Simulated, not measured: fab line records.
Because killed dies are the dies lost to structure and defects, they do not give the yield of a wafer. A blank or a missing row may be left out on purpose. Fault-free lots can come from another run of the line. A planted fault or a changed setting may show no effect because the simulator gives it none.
fab line records + flow n5_finfet
record
- lots=4
- wafers=12
- last_day=19
route steps=1938 shown BEOL_M13@1704 BEOL_M14@1716
lots untouched by any fault: they come from a run of this same line in which no faults occurred
start_h: start of the lot's first displayed wafer, in hours after the record's first day + wait_h: hours from the lot's prior step to this one + " repeats the value in the row above + L1.1+2: a row that stands for several wafers + - no value present, or no start provided + * or withheld: withheld + < > ~ a bound
route shown NAME@n: names a module that has steps shown in the file, with the first one's number in the route + usual: mean and standard deviation over wafers with no fault + same: alike in all rows + chamber/n: place in a boat + sites: per-site readings + _std_site: their standard deviation + _edge_site: mean of outer sites minus mean of inner sites + radius_mm: for every site, how far away it sits from the centre of the wafer + mask NAME#n: copy n + behind: the last tool/chamber to shape the wafer + hold: what put the lot on hold/how long, in hours/how the hold closed + device: which transistor (n, p or np) failed to switch + end of line: the same wafers' tests at the end of the route + where a step has no rows: the recipe by itself + killed: count of dies lost to structure and defects at first sort (not the wafer's yield) + map: the dies of a wafer, with x for killed, . for not killed, _ for no die there
set.NAME: the setting the step ran with; set.NAME@STEP: the setting that earlier step ran with + model.NAME: the simulator's own value behind a step, which no gauge read
lots seen at some steps along the route; tables by step, rows by wafer
services: when a tool's chamber went out of use (start_h, in hours from the record's first day, below 0 if earlier), for how many hours, and the reason
## steps
# step N5_BEOL_M13_PRE_CLEAN_42
# recipe
- gas=H2/He
- time_s=30
- temp_c=250
# step N5_BEOL_M13_SPUTTER_43
# recipe
- material=TaN
- target_thk_a=150
- temp_c=50
- bias_v=168.6
- power_w=15000
- chamber_pressure_pa=0.12
- time_s=24.19
# step N5_BEOL_M13_SPUTTER_44
# recipe
- material=Ta
- target_thk_a=100
- temp_c=50
- bias_v=80
- power_w=15000
- chamber_pressure_pa=0.07
- time_s=16.13
# step N5_BEOL_M13_SPUTTER_45
# recipe
- material=Cu
- target_thk_a=800
- temp_c=-20
- bias_v=60
- power_w=26000
- chamber_pressure_pa=0.13
- time_s=13.33
# step N5_BEOL_M13_ECD_47
# recipe
- material=Cu
- target_thk_a=9360
# step N5_BEOL_M13_ANNEAL_48
# recipe
- temp_c=225
- time_s=90
- ambient=N2
# step N5_BEOL_M13_CMP_49
# recipe
- stop_on=SiOC
- t_overpolish_s=17.1
- down_force_psi=1
- platen_rpm=50
- clearing_platen_down_force_psi=1.5
- clearing_platen_rpm=50
- post_cmp_clean=cu_alkaline
- target_thk_nm=420
- clearing_platen_pad_velocity_m_s=0.99484
- pad_velocity_m_s=0.99484
# step N5_BEOL_M13_PRE_CLEAN_52
# recipe
- gas=NH3
- time_s=15
- temp_c=withheld
- rf_power_w=300
# step N5_BEOL_M13_DEP_53
# recipe
- material=SiCN
- target_thk_a=500
- temp_c=withheld
- precursor=3MS/NH3
- pressure_torr=3
- rf_w=675
- time_s=17.8
# step N5_BEOL_M14_ILD_DEP_00
# recipe
- material=SiO2
- target_thk_a=11193
- temp_c=400
- precursor=TEOS/O2
- pressure_torr=6.5
- rf_w=900
- teos_flow_sccm=161.4
- gas=O2
- flow_sccm=2650
- time_s=237.4
# usual
- heater_power_w=591/110
- run_length_s=280.1/0.5
- showerhead_plenum_p_Torr=8.34/0.041
- throttle_valve_pct=18.3/0.77
| lot.wafer | tool     | chamber | start_h | wait_h | heater_power_w | run_length_s | showerhead_plenum_p_Torr | throttle_valve_pct | model.SiO2_of_BEOL_M14_ILD_DEP_00.thk_nm |
|-----------|----------|---------|---------|--------|----------------|--------------|--------------------------|--------------------|------------------------------------------|
| L291.1    | pecvd-01 | 0       | 376.51  | 0.0    | 555            | 278.8        | 8.37                     | 17.0               | 1092                                     |
| L291.2    | "        | 1       | "       | "      | 707            | 279.7        | 8.32                     | 19.5               | 1082                                     |
| L291.5    | "        | 0       | "       | "      | 592            | 279.0        | 8.36                     | 16.7               | 1120                                     |
| L295.1    | pecvd-01 | 2       | 395.87  | 0.0    | 622            | 280.5        | 8.33                     | 17.8               | 1098                                     |
| L295.3    | "        | 1       | "       | "      | 774            | 279.8        | 8.33                     | 19.5               | 1086                                     |
| L295.6    | "        | 1       | "       | "      | 604            | 485.4        | 8.31                     | 19.3               | 2065                                     |
| L297.2    | pecvd-01 | 0       | 404.27  | 0.0    | 527            | 279.2        | 8.34                     | 16.9               | 1112                                     |
| L297.5    | "        | 2       | "       | "      | 604            | 280.5        | 8.30                     | 17.9               | 1131                                     |
| L297.6    | "        | 1       | "       | "      | 782            | 485.5        | 8.32                     | 19.3               | 2074                                     |
| L302.2    | pecvd-02 | 1       | 433.98  | 0.0    | 555            | 280.4        | 8.28                     | 16.9               | 1117                                     |
| L302.4    | "        | 0       | "       | "      | 571            | 280.5        | 8.29                     | 19.1               | 1129                                     |
| L302.5    | "        | 1       | "       | "      | 590            | 280.2        | 8.27                     | 16.7               | 1127                                     |
# step N5_BEOL_M14_THK_MEAS_01
# recipe
- reads=SiO2_of_BEOL_M14_ILD_DEP_00
# usual
- M14_ILD_THK=1110/15
| lot.wafer | tool          | chamber | start_h | wait_h | M14_ILD_THK[nm] |
|-----------|---------------|---------|---------|--------|-----------------|
| L291.1    | film_metro-02 | -       | 376.71  | 0.1    | 1093            |
| L291.2    | "             | -       | "       | "      | 1082            |
| L291.5    | "             | -       | "       | "      | 1120            |
| L295.1    | film_metro-01 | -       | 396.06  | 0.1    | 1098            |
| L295.3    | "             | -       | "       | "      | 1086            |
| L295.6    | "             | -       | "       | "      | 2066            |
| L297.2    | film_metro-02 | -       | 404.46  | 0.1    | 1111            |
| L297.5    | "             | -       | "       | "      | 1132            |
| L297.6    | "             | -       | "       | "      | 2074            |
| L302.2    | film_metro-01 | -       | 434.17  | 0.1    | 1116            |
| L302.4    | "             | -       | "       | "      | 1129            |
| L302.5    | "             | -       | "       | "      | 1127            |
# step N5_BEOL_M14_COAT_58
# recipe
- resist=BARC
- temp_c=205
- time_s=60
- spin_rpm=1500
- resist_thk_nm=89
# step N5_BEOL_M14_COAT_04
# recipe
- spin_rpm=1704
- resist_thk_nm=800
# step N5_BEOL_M14_EBR_06
# recipe
- solvent=PGMEA
- ebr_width_mm=1.5
# step N5_BEOL_M14_SOFTBAKE_05
# recipe
- temp_c=130
- time_s=60
# step N5_BEOL_M14_EXPOSE_07
# recipe
- mask_id=V13
- na=0.8
- source_shape=annular
- sigma_inner=0.5
- sigma_outer=0.8
- polarization=unpolarized
- attpsm_phase_deg=180
- dose_mj=57
# step N5_BEOL_M14_PEB_08
# recipe
- peb_temp_c=130
- peb_time_s=90
# step N5_BEOL_M14_DEVELOP_09
# recipe
- develop_time_s=45
- rinse_liquid=diw
- dry=air_spin
- dev_temp_c=21
# step N5_BEOL_M14_HARDBAKE_14
# recipe
- temp_c=130
- time_s=120
# step N5_BEOL_M14_DESCUM_15
# recipe
- chemistry=O2
- time_s=7.9
- source_power_w=50
- bias_power_w=20
- pressure_mtorr=20
- rf_frequency_hz=2.712e+07
- temp_c=40
- o2_flow_sccm=225
# step N5_BEOL_M14_ETCH_59
# recipe
- chemistry=N2/H2
- target=BARC
- target_depth_a=890
- overetch_a=267
- time_s=67.9
- ion_energy_ev=200
- pressure_mtorr=30
- source_w=840
- bias_w=150
- n2_flow_sccm=200
- h2_flow_sccm=200
# step N5_BEOL_M14_VIA_ETCH_16
# recipe
- chemistry=C4F8/O2/Ar
- target=SiO2
- he_inner_torr=15
- he_outer_torr=30
- target_depth_a=12313
- time_s=withheld
- ion_energy_ev=800
- pressure_mtorr=20
- source_w=1905
- bias_w=2040
- Ar_flow_sccm=400
- C4F8_flow_sccm=16
- O2_flow_sccm=12
- ends=cleared
# usual
- drypump_motor_current_A=5.8/0.42
- oes_product_au=0.73/0.088
- rf_vpp_V=2228/14
- showerhead_plenum_p_Torr=3.43/0.062
- throttle_valve_pct=30.78/0.21
| lot.wafer | tool        | chamber | start_h | wait_h | drypump_motor_current_A | oes_product_au | rf_vpp_V | showerhead_plenum_p_Torr | throttle_valve_pct | model.etch.depth_nm | model.coat_of_BEOL_M14_COAT_04.thk_nm |
|-----------|-------------|---------|---------|--------|-------------------------|----------------|----------|--------------------------|--------------------|---------------------|---------------------------------------|
| L291.1    | rie_diel-05 | 1       | 377.33  | 0.0    | 6.3                     | 0.70           | 2233     | 3.32                     | 30.62              | 1092                | 457.4                                 |
| L291.2    | "           | 0       | "       | "      | 6.1                     | 0.63           | 2212     | 3.41                     | 31.00              | 1082                | 457.6                                 |
| L291.5    | "           | 2       | "       | "      | 5.7                     | 0.86           | 2217     | 3.39                     | 30.47              | 1120                | 449.4                                 |
| L295.1    | rie_diel-02 | 2       | 396.55  | 0.0    | 4.9                     | 0.61           | 2241     | 3.39                     | 31.16              | 1098                | 457.6                                 |
| L295.3    | "           | 3       | "       | "      | 5.8                     | 0.78           | 2227     | 3.48                     | 30.74              | 1086                | 463                                   |
| L295.6    | "           | 0       | "       | "      | 6.2                     | 0.76           | 2236     | 3.43                     | 30.98              | 2065                | 231.6                                 |
| L297.2    | rie_diel-04 | 3       | 404.94  | 0.0    | 5.4                     | 0.79           | 2191     | 3.51                     | 30.96              | 1112                | 456.4                                 |
| L297.5    | "           | 3       | "       | "      | 5.3                     | 0.80           | 2190     | 3.51                     | 30.94              | 1131                | 455                                   |
| L297.6    | "           | 1       | "       | "      | 5.4                     | 0.87           | 2243     | 3.50                     | 30.75              | 2074                | 230                                   |
| L302.2    | rie_diel-04 | 2       | 434.78  | 0.0    | 6.2                     | 0.83           | 2223     | 3.37                     | 30.60              | 1117                | 453.4                                 |
| L302.4    | "           | 0       | "       | "      | 6.0                     | 0.75           | 2217     | 3.35                     | 30.53              | 1129                | 454                                   |
| L302.5    | "           | 0       | "       | "      | 6.0                     | 0.74           | 2219     | 3.35                     | 30.52              | 1127                | 453.4                                 |
# step N5_BEOL_M14_STRIP_63
# recipe
- chemistry=O2
- power_w=600
- temp_c=60
- pressure_mtorr=30
- rf_frequency_hz=6e+07
- bias_power_w=0
- overash_fraction=0.3
- o2_flow_sccm=225
# step N5_BEOL_M14_STRIP_64
# recipe
- chemistry=O2
- power_w=600
- temp_c=60
- pressure_mtorr=30
- rf_frequency_hz=6e+07
- bias_power_w=0
- overash_fraction=0.3
- o2_flow_sccm=225
# step N5_BEOL_M14_STRIP_71
# recipe
- chemistry=post_etch_residue_remover
- time_s=60
- temp_c=25
- remover_ph=withheld
- remover_water_wt_pct=withheld
- remover_fluoride_wt_pct=withheld
# step N5_BEOL_M14_SRD_72
# recipe
- time_s=30
- temp_c=23
- rinse_liquid=diw
- dry=n2_spin
- spin_rpm=1500
- dry_time_s=30
# step N5_BEOL_M14_CD_MEAS_17
# recipe
- target_cd_nm=250
- polarity=opening
# usual
- cd_nm=250.4/1.4
| lot.wafer | tool      | chamber | start_h | wait_h | cd_nm |
|-----------|-----------|---------|---------|--------|-------|
| L291.1    | cd_sem-01 | -       | 377.68  | 0.0    | 252.0 |
| L291.2    | "         | -       | "       | "      | 251.4 |
| L291.5    | "         | -       | "       | "      | 250.3 |
| L295.1    | cd_sem-02 | -       | 396.89  | 0.0    | 249.1 |
| L295.3    | "         | -       | "       | "      | 247.1 |
| L295.6    | "         | -       | "       | "      | 258.6 |
| L297.2    | cd_sem-01 | -       | 405.29  | 0.0    | 253.2 |
| L297.5    | "         | -       | "       | "      | 252.3 |
| L297.6    | "         | -       | "       | "      | 257.0 |
| L302.2    | cd_sem-03 | -       | 435.13  | 0.0    | 249.3 |
| L302.4    | "         | -       | "       | "      | 250.3 |
| L302.5    | "         | -       | "       | "      | 250.0 |
# step N5_BEOL_M14_COAT_65
# recipe
- resist=SOC
- temp_c=250
- time_s=60
- spin_rpm=1500
- resist_thk_nm=450
# step N5_BEOL_M14_COAT_66
# recipe
- resist=SiARC
- temp_c=220
- time_s=60
- spin_rpm=1500
- resist_thk_nm=110
# step N5_BEOL_M14_COAT_22
# recipe
- spin_rpm=2888
- resist_thk_nm=300
# step N5_BEOL_M14_EBR_24
# recipe
- solvent=PGMEA
- ebr_width_mm=1.5
# step N5_BEOL_M14_SOFTBAKE_23
# recipe
- temp_c=130
- time_s=60
# step N5_BEOL_M14_EXPOSE_25
# recipe
- mask_id=M14
- na=0.8
- source_shape=annular
- sigma_inner=0.5
- sigma_outer=0.8
- polarization=unpolarized
- target_cd_nm=280
- dose_mj=26.6
# step N5_BEOL_M14_PEB_26
# recipe
- peb_temp_c=130
- peb_time_s=90
# step N5_BEOL_M14_DEVELOP_27
# recipe
- develop_time_s=45
- rinse_liquid=diw
- dry=air_spin
- dev_temp_c=21
# step N5_BEOL_M14_HARDBAKE_32
# recipe
- temp_c=130
- time_s=120
# step N5_BEOL_M14_CMP_49
# recipe
- stop_on=SiO2
- t_overpolish_s=5.2
- down_force_psi=2
- platen_rpm=80
- clearing_platen_down_force_psi=2
- clearing_platen_rpm=80
- post_cmp_clean=cu_alkaline
- target_thk_nm=560
- clearing_platen_pad_velocity_m_s=1.5917
- pad_velocity_m_s=1.5917
# usual
- clearing_platen_down_force_psi=2.001/0.0034
- clearing_platen_rpm=80.01/0.046
- motor_current_A=8.2/1
- retaining_ring_pressure_frac=1.000/0.0055
| lot.wafer | tool   | chamber | start_h | wait_h | clearing_platen_down_force_psi | clearing_platen_rpm | motor_current_A | retaining_ring_pressure_frac | model.SiO2_of_BEOL_M14_ILD_DEP_00.thk_nm |
|-----------|--------|---------|---------|--------|--------------------------------|---------------------|-----------------|------------------------------|------------------------------------------|
| L291.1    | cmp-02 | 1       | 382.24  | 0.3    | 2.003                          | 80.04               | 6.9             | 1.001                        | 1010                                     |
| L291.2    | "      | 2       | "       | "      | 1.996                          | 79.92               | 8.9             | 1.006                        | 1002                                     |
| L291.5    | "      | 1       | "       | "      | 2.002                          | 80.03               | 7.0             | 1.005                        | 1039                                     |
| L295.3    | cmp-01 | 2       | 401.70  | 0.2    | 1.999                          | 79.96               | 8.9             | 0.997                        | 1006                                     |
| L295.1    | "      | 1       | "       | "      | 2.001                          | 79.95               | 7.6             | 0.994                        | 1018                                     |
| L295.6    | "      | 2       | "       | "      | 1.998                          | 79.93               | 8.4             | 0.989                        | 1985                                     |
| L297.2    | cmp-04 | 3       | 409.85  | 0.2    | 2.000                          | 79.93               | 8.0             | 1.006                        | 1032                                     |
| L297.6    | "      | 3       | "       | "      | 1.999                          | 79.93               | 7.5             | 1.004                        | 1995                                     |
| L297.5    | "      | 0       | "       | "      | 2.000                          | 79.95               | 9.0             | 0.997                        | 1050                                     |
| L302.2    | cmp-02 | 2       | 439.34  | 0.2    | 2.001                          | 80.01               | 9.4             | 0.996                        | 1036                                     |
| L302.4    | "      | 3       | "       | "      | 1.999                          | 80.12               | 7.4             | 0.995                        | 1052                                     |
| L302.5    | "      | 1       | "       | "      | 2.004                          | 80.01               | 6.8             | 1.006                        | 1048                                     |
## services
| tool        | chamber | start_h | hours | kind                          |
|-------------|---------|---------|-------|-------------------------------|
| rie_diel-04 | 2       | 360.94  | -     | clean                         |
| rie_diel-04 | 2       | 360.94  | -     | consumable_replace:focus_ring |
| rie_diel-04 | 2       | 360.94  | 16.2  | scheduled_down                |
| rie_diel-04 | 2       | 360.94  | 16.2  | vent_cycle                    |
| pecvd-01    | 2       | 361.61  | 2.1   | scheduled_down                |
| rie_diel-02 | 2       | 364.20  | 19.8  | repair                        |
| pecvd-02    | -       | 364.95  | 0.5   | repair                        |
| pecvd-02    | 2       | 373.92  | 5.9   | repair                        |
| cmp-02      | -       | 375.92  | 0.5   | repair                        |
| pecvd-01    | -       | 377.70  | 0.5   | repair                        |
| pecvd-02    | 1       | 383.66  | -     | clean                         |
| pecvd-02    | 1       | 383.66  | -     | consumable_replace:showerhead |
| pecvd-02    | 1       | 383.66  | 29.0  | scheduled_down                |
| pecvd-02    | 1       | 383.66  | 29.0  | vent_cycle                    |
| cmp-01      | -       | 384.90  | 4.7   | repair                        |
| rie_diel-02 | 1       | 387.70  | 4.1   | repair                        |
| rie_diel-04 | 3       | 393.95  | 5.8   | repair                        |
| cmp-04      | -       | 396.63  | 9.5   | pm                            |
| rie_diel-04 | 0       | 402.36  | 3.0   | repair                        |
| pecvd-01    | 0       | 410.85  | 2.1   | scheduled_down                |
| cmp-04      | -       | 417.02  | 2.2   | pm                            |
| rie_diel-02 | -       | 419.96  | 0.5   | repair                        |
| cmp-01      | -       | 420.08  | 4.2   | pm                            |
| rie_diel-02 | -       | 438.94  | 0.8   | repair                        |
## key
first_sign
- step=N5_BEOL_M14_ILD_DEP_00
- reading=run_length_s
- direction=up
- sigmas=99+
- usual=*
- struck=*
effect
- step=N5_BEOL_M14_THK_MEAS_01
- reading=M14_ILD_THK
- direction=up
- sigmas=65
- usual=1110
- struck=2070
effect
- step=N5_BEOL_M14_CD_MEAS_17
- reading=cd_nm
- direction=up
- sigmas=5.3
- usual=250.4
- struck=257.8
model_effect
- step=N5_BEOL_M14_ILD_DEP_00
- value=SiO2_of_BEOL_M14_ILD_DEP_00.thk_nm
- without=1111
- struck=2069
model_effect
- step=N5_BEOL_M14_VIA_ETCH_16
- value=etch.depth_nm
- without=1111
- struck=2069
model_effect
- step=N5_BEOL_M14_CMP_49
- value=SiO2_of_BEOL_M14_ILD_DEP_00.thk_nm
- without=1031
- struck=1990
met_at N5_BEOL_M14_ILD_DEP_00
struck_wafers L295.6,L297.6
onset_between 376.51 395.87
fault
- kind=process_parameter_drift
- tool=pecvd-01
- chamber=-
- onset_h=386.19
- steps=N5_BEOL_M14_ILD_DEP_00
- channel=time_s
- offset=*
- shape=step
- end_h=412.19
- scope=struck_wafers_only
- acts_in=*
- stated=*
